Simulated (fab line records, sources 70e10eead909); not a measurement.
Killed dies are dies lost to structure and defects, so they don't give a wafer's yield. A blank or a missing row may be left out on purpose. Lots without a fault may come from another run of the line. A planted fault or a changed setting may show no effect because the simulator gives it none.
Which tool did it? | flow nand_harc | 11 lots, 33 wafers sampled, at 5 steps of a route of 1302

WHAT THE GAUGES READ, wafer by wafer
NHARC_END_SORT_01.
lot  | measured     | on        | killed_at_array
L127 | day 30 04:29 | prober-01 | 671 672 670
L129 | day 31 18:52 | prober-02 | 668 665 667

WHICH TOOL RAN EACH LOT (tool, then ch and the chambers of the sampled wafers, then the start)
lot  | NHARC_A_STAIRCASE_ETCH_27                     | NHARC_A_STAIRCASE_TRIM_187         | NHARC_A_STAIRCASE_TRIM_200                    | NHARC_A_STAIRCASE_TRIM_202
L114 | rie_diel-04 ch 1,2, day 15 18:29 or earlier   | rie_diel-13 ch 1,2, day 15 18:29   | rie_diel-02 ch 1,3, day 15 20:32 or earlier   | rie_diel-02 ch 1,2,3, day 15 20:32
L119 | rie_diel-13 ch 0,2,3, day 18 08:31 or earlier | rie_diel-13 ch 2,3, day 18 08:31   | rie_diel-04 ch 0,1, day 18 10:16 or earlier   | rie_diel-04 ch 0,1, day 18 10:16
L121 | rie_diel-13 ch 0,1,3, day 19 05:40 or earlier | rie_diel-02 ch 0,3, day 19 05:40   | rie_diel-02 ch 0,3, day 19 07:27 or earlier   | rie_diel-02 ch 0,1,2, day 19 07:27
L120 | rie_diel-02 ch 1,2,3, day 19 14:24 or earlier | rie_diel-13 ch 1,2, day 19 14:24   | rie_diel-02 ch 0,3, day 19 16:10 or earlier   | rie_diel-02 ch 0,2,3, day 19 16:10
L127 | rie_diel-04 ch 0,1,3, day 21 22:32 or earlier | rie_diel-04 ch 1,2,3, day 21 22:32 | rie_diel-04 ch 0,1,3, day 22 00:18 or earlier | rie_diel-04 ch 0,1,3, day 22 00:18
L130 | rie_diel-02 ch 0,2,3, day 22 18:15 or earlier | rie_diel-04 ch 0,1,3, day 22 18:15 | rie_diel-02 ch 1,2,3, day 22 21:08 or earlier | rie_diel-02 ch 1,2,3, day 22 21:08
L129 | rie_diel-04 ch 1,3, day 23 02:05 or earlier   | rie_diel-04 ch 1,3, day 23 02:05   | rie_diel-04 ch 0,1,3, day 23 03:51 or earlier | rie_diel-04 ch 1,2,3, day 23 03:51
L132 | rie_diel-13 ch 0,2, day 23 13:28 or earlier   | rie_diel-13 ch 0,1,3, day 23 13:28 | rie_diel-13 ch 0,3, day 23 15:17 or earlier   | rie_diel-13 ch 2,3, day 23 15:17
L135 | rie_diel-04 ch 1,3, day 25 02:11 or earlier   | rie_diel-13 ch 0,1,3, day 25 02:11 | rie_diel-04 ch 0,1,3, day 25 04:10 or earlier | rie_diel-04 ch 0,1,3, day 25 04:10
L134 | rie_diel-13 ch 0,2, day 25 03:33 or earlier   | rie_diel-13 ch 0,2,3, day 25 03:33 | rie_diel-04 ch 0,1,3, day 25 05:19 or earlier | rie_diel-04 ch 0,1,3, day 25 05:19
L136 | rie_diel-13 ch 0,1,3, day 25 05:41 or earlier | rie_diel-13 ch 0,2, day 25 05:41   | rie_diel-13 ch 0,2,3, day 25 08:02 or earlier | rie_diel-13 ch 1,3, day 25 08:02
- NHARC_A_STAIRCASE_ETCH_27: etches the open film in C4F8/O2, target depth 100 nm, time 40.5 s.
- NHARC_A_STAIRCASE_TRIM_187: chemistry O2, time 211.2 s.
- NHARC_A_STAIRCASE_TRIM_200: chemistry O2, time 211.2 s.
- NHARC_A_STAIRCASE_TRIM_202: chemistry O2, time 211.2 s.

THE ANSWER, worked out from the rows above alone
Rule: what is usual is taken from the lots themselves. Put in order of their means at a reading, lots are off if they are a third of the lots or fewer, leave a main group of 4 or more, and stand apart from it by a gap of 3 or more times the standard deviation of the main group's means; of several such gaps the widest counts. A main group whose means are all the same, to the digits that the tables above print for the reading, isn't used. A lot without any number at a reading at which 4 lots or more have one is off too. The other lots that the step has rows for count as sound.
No lot is off at any reading shown: from this, nothing can be told.

WHAT THE SIMULATOR HAD PUT IN
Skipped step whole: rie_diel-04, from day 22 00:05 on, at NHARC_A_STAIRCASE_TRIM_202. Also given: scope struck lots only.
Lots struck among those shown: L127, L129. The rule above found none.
